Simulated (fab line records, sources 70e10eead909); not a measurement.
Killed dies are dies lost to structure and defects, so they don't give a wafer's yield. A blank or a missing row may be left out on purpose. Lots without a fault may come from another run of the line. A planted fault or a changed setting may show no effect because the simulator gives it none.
Which tool did it? | flow nand_harc | 12 lots, 36 wafers sampled, at 6 steps of a route of 1159

WHAT THE GAUGES READ, wafer by wafer
NHARC_A_STAIRCASE_INSPECT_155. Usual: raw_defect_count 363, standard deviation 130.
lot  | measured     | on                | raw_defect_count | flag
L323 | day 13 02:58 | defect_inspect-02 | 434 472 658      |
L325 | day 14 07:19 | defect_inspect-01 | 380 250 545      |
L324 | day 14 07:32 | defect_inspect-01 | 268 450 204      |
L326 | day 14 07:43 | defect_inspect-02 | 637 672 386      |
L327 | day 14 20:03 | defect_inspect-01 | 214 218 171      |
L328 | day 14 20:23 | defect_inspect-01 | 308 258 500      |
L332 | day 16 09:50 | defect_inspect-01 | 308 252 258      |
L338 | day 17 16:58 | defect_inspect-01 | 424 285 320      |
L342 | day 18 22:25 | defect_inspect-02 | 476 270 398      |
L343 | day 18 23:55 | defect_inspect-02 | 278 312 365      |
L346 | day 19 11:04 | defect_inspect-01 | 237 174 195      |
L345 | day 19 19:53 | defect_inspect-02 | 296 492 433      |

NHARC_A_SGD_CUT_CD_MEAS_09: target cd 100 nm. Usual: cd_nm 100.0 nm, standard deviation 0.59.
lot  | measured     | on        | cd_nm (nm)        | flag
L323 | day 13 03:44 | cd_sem-03 | 101.0 99.6 99.7   |
L325 | day 14 08:07 | cd_sem-02 | 99.6 99.4 99.7    |
L324 | day 14 08:31 | cd_sem-02 | 99.7 100.1 100.2  |
L326 | day 14 08:41 | cd_sem-02 | 101.0 100.5 99.8  |
L327 | day 14 20:52 | cd_sem-01 | 99.8 98.8 99.5    |
L328 | day 14 21:12 | cd_sem-03 | 99.6 99.4 100.1   |
L332 | day 16 10:30 | cd_sem-03 | 101.6 100.0 99.4  |
L338 | day 17 17:46 | cd_sem-01 | 100.3 99.2 99.2   |
L342 | day 18 23:12 | cd_sem-02 | 112.0 111.7 111.9 | OFF
L343 | day 19 00:34 | cd_sem-03 | 108.4 107.0 108.0 | OFF
L346 | day 19 12:04 | cd_sem-02 | 100.1 99.5 101.8  |
L345 | day 19 20:41 | cd_sem-02 | 99.9 100.3 101.0  |

NHARC_END_SORT_01. Usual: killed_at_array 30, standard deviation 10; killed_at_other 0.5, standard deviation 0.82; killed_at_periphery 2.9, standard deviation 2; killed_dies 34, standard deviation 11; killed_open 3.2, standard deviation 1.8; killed_short 2.0, standard deviation 1.4.
lot  | measured     | on        | killed_at_array | killed_at_other | killed_at_periphery | killed_dies | killed_open | killed_short | flag
L332 | day 22 12:01 | prober-02 | 40 35 32        | 0 0 0           | 3 4 2               | 43 39 34    | 8 4 2       | 1 1 3        |

WHICH TOOL RAN EACH LOT (tool, then ch and the chambers of the sampled wafers, then the start)
lot  | NHARC_A_STAIRCASE_CMP_472     | NHARC_A_SGD_CUT_EXPOSE_06          | NHARC_A_SGD_CUT_ETCH_59
L323 | cmp-03 ch 0,1,2, day 13 02:38 | arfi_scanner-03 ch 0, day 13 03:36 | rie_diel-03 ch 1,3, no start
L325 | cmp-03 ch 1,2, day 14 06:58   | arfi_scanner-02 ch 0, day 14 07:59 | rie_diel-03 ch 1,2,3, no start
L324 | cmp-02 ch 0,1,2, day 14 07:13 | arfi_scanner-01 ch 0, day 14 08:23 | rie_diel-08 ch 0,2, no start
L326 | cmp-03 ch 0,1,3, day 14 07:26 | arfi_scanner-02 ch 0, day 14 08:32 | rie_diel-02 ch 0,1,2, no start
L327 | cmp-02 ch 1,2,3, day 14 19:44 | arfi_scanner-01 ch 0, day 14 20:43 | rie_diel-08 ch 0,2, no start
L328 | cmp-02 ch 1,2,3, day 14 20:03 | arfi_scanner-03 ch 0, day 14 21:03 | rie_diel-03 ch 1,2,3, no start
L332 | cmp-04 ch 0,1, day 16 09:30   | arfi_scanner-03 ch 0, day 16 10:22 | rie_diel-03 ch 2,3, day 22 12:01 or earlier
L338 | cmp-03 ch 0,3, day 17 16:39   | arfi_scanner-03 ch 0, day 17 17:37 | rie_diel-02 ch 2,3, no start
L342 | cmp-03 ch 0,1,2, day 18 22:09 | arfi_scanner-01 ch 0, day 18 23:04 | rie_diel-02 ch 0,1, no start
L343 | cmp-04 ch 0,1,3, day 18 23:35 | arfi_scanner-01 ch 0, day 19 00:26 | rie_diel-02 ch 0,1,3, no start
L346 | cmp-02 ch 0,1,3, day 19 10:44 | arfi_scanner-03 ch 0, day 19 11:55 | rie_diel-03 ch 2,3, no start
L345 | cmp-04 ch 0,2,3, day 19 19:37 | arfi_scanner-03 ch 0, day 19 20:33 | rie_diel-03 ch 0,1, no start
- NHARC_A_STAIRCASE_CMP_472: polishes SiO2.
- NHARC_A_SGD_CUT_EXPOSE_06: exposes mask SGD.
- NHARC_A_SGD_CUT_ETCH_59: etches the open film in N2/H2, target depth 260 nm, time 406.25 s.

WHAT THE TOOLS THEMSELVES READ (means of the sampled wafers that have a number; where no wafer has one, the mark that the record gives instead)
NHARC_A_STAIRCASE_CMP_472. Usual: motor_current_A 12.1 A, standard deviation 1.2; slurry_flow_ml_min 150.0, standard deviation 0.42.
lot  | tool   | motor_current_A (A) | slurry_flow_ml_min | flag
L323 | cmp-03 | 11.4                | 150.4              |
L325 | cmp-03 | 11.7                | 149.6              |
L324 | cmp-02 | 12.6                | 149.7              |
L326 | cmp-03 | 11.7                | 150.0              |
L327 | cmp-02 | 11.9                | 150.0              |
L328 | cmp-02 | 11.6                | 149.9              |
L332 | cmp-04 | 13.2                | 150.6              |
L338 | cmp-03 | 11.1                | 150.2              |
L342 | cmp-03 | 11.4                | 150.1              |
L343 | cmp-04 | 13.3                | 149.9              |
L346 | cmp-02 | 12.3                | 149.9              |
L345 | cmp-04 | 13.2                | 150.6              |

NHARC_A_SGD_CUT_EXPOSE_06. Usual: exposure_dose_mJ_cm2 85.58, standard deviation 0.081; reticle_temp_C 23.04 C, standard deviation 0.12.
lot  | tool            | exposure_dose_mJ_cm2 | reticle_temp_C (C) | flag
L323 | arfi_scanner-03 | 85.62                | 23.08              |
L325 | arfi_scanner-02 | 85.59                | 23.12              |
L324 | arfi_scanner-01 | 85.59                | 22.98              |
L326 | arfi_scanner-02 | 85.71                | 22.95              |
L327 | arfi_scanner-01 | 85.61                | 23.09              |
L328 | arfi_scanner-03 | 85.53                | 23.03              |
L332 | arfi_scanner-03 | 85.46                | 23.12              |
L338 | arfi_scanner-03 | 85.50                | 22.88              |
L342 | arfi_scanner-01 | 99.92                | 22.83              | OFF
L343 | arfi_scanner-01 | 94.71                | 23.04              | OFF
L346 | arfi_scanner-03 | 85.52                | 23.07              |
L345 | arfi_scanner-03 | 85.62                | 23.06              |

NHARC_A_SGD_CUT_ETCH_59. Usual: drypump_motor_current_A 5.6 A, standard deviation 0.48; oes_product_au 1.005 a.u., standard deviation 0.011; rf_vpp_V 430.1 V, standard deviation 2.5; showerhead_plenum_p_Torr 2.02 Torr, standard deviation 0.085; throttle_valve_pct 14.171 %, standard deviation 0.01.
lot  | tool        | drypump_motor_current_A (A) | oes_product_au (a.u.) | rf_vpp_V (V) | showerhead_plenum_p_Torr (Torr) | throttle_valve_pct (%) | flag
L323 | rie_diel-03 | 5.2                         | 0.998                 | 430.0        | 2.00                            | 14.174                 |
L325 | rie_diel-03 | 5.5                         | 1.012                 | 427.7        | 1.96                            | 14.173                 |
L324 | rie_diel-08 | 6.0                         | 0.992                 | 431.3        | 2.07                            | 14.164                 |
L326 | rie_diel-02 | 5.6                         | 1.007                 | 431.8        | 2.11                            | 14.164                 |
L327 | rie_diel-08 | 5.6                         | 0.998                 | 428.9        | 1.99                            | 14.164                 |
L328 | rie_diel-03 | 5.5                         | 1.008                 | 428.1        | 1.96                            | 14.174                 |
L332 | rie_diel-03 | 5.2                         | 1.002                 | 430.6        | 2.01                            | 14.159                 |
L338 | rie_diel-02 | 5.3                         | 1.001                 | 433.6        | 2.14                            | 14.169                 |
L342 | rie_diel-02 | 5.6                         | 1.002                 | 432.5        | 2.08                            | 14.169                 |
L343 | rie_diel-02 | 5.4                         | 1.010                 | 432.1        | 2.10                            | 14.164                 |
L346 | rie_diel-03 | 5.5                         | 1.011                 | 428.9        | 1.97                            | 14.178                 |
L345 | rie_diel-03 | 6.0                         | 0.996                 | 427.6        | 1.95                            | 14.171                 |

THE ANSWER, worked out from the rows above alone
Rule: a lot is off if the mean of its wafers that have a number lies more than 3 standard deviations from the usual mean. A lot without any number at a reading at which 4 lots or more have one is off too. The other lots that the step has rows for count as sound. The gauges are gone through in route order, then the tools' own readings, and for those a lot's mean is taken as printed above. The first step at which some lot is off is used, and at that step the reading that is off furthest; a lot without a number counts as furthest.
Off: L342, L343, at NHARC_A_SGD_CUT_CD_MEAS_09 (cd_nm).
A tool fits if, at a process step before that reading, it ran every lot that is off, and no sound lot after the first of them. The gauges at NHARC_A_SGD_CUT_CD_MEAS_09 aren't tried: what is off there is off at NHARC_A_SGD_CUT_EXPOSE_06 too, on other tools, and a gauge's error can't cause that. One fits: arfi_scanner-01 at NHARC_A_SGD_CUT_EXPOSE_06. Its last sound lot is L327 (day 14 20:43), its first lot that is off L342 (day 18 23:04): a fault that began between those two fits.
The tool's own readings at NHARC_A_SGD_CUT_EXPOSE_06 bear it out: on the lots that are off they differ by more than 5 times the standard deviation of the sound lots' means. exposure_dose_mJ_cm2 reads 97.31 there against 85.58 on the sound lots.

WHAT THE SIMULATOR HAD PUT IN
Process parameter drift: arfi_scanner-01, from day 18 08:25 on, at NHARC_A_SGD_CUT_EXPOSE_06. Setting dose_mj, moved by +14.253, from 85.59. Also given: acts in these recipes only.
Lots struck among those shown: L342, L343. The rule above found the same.
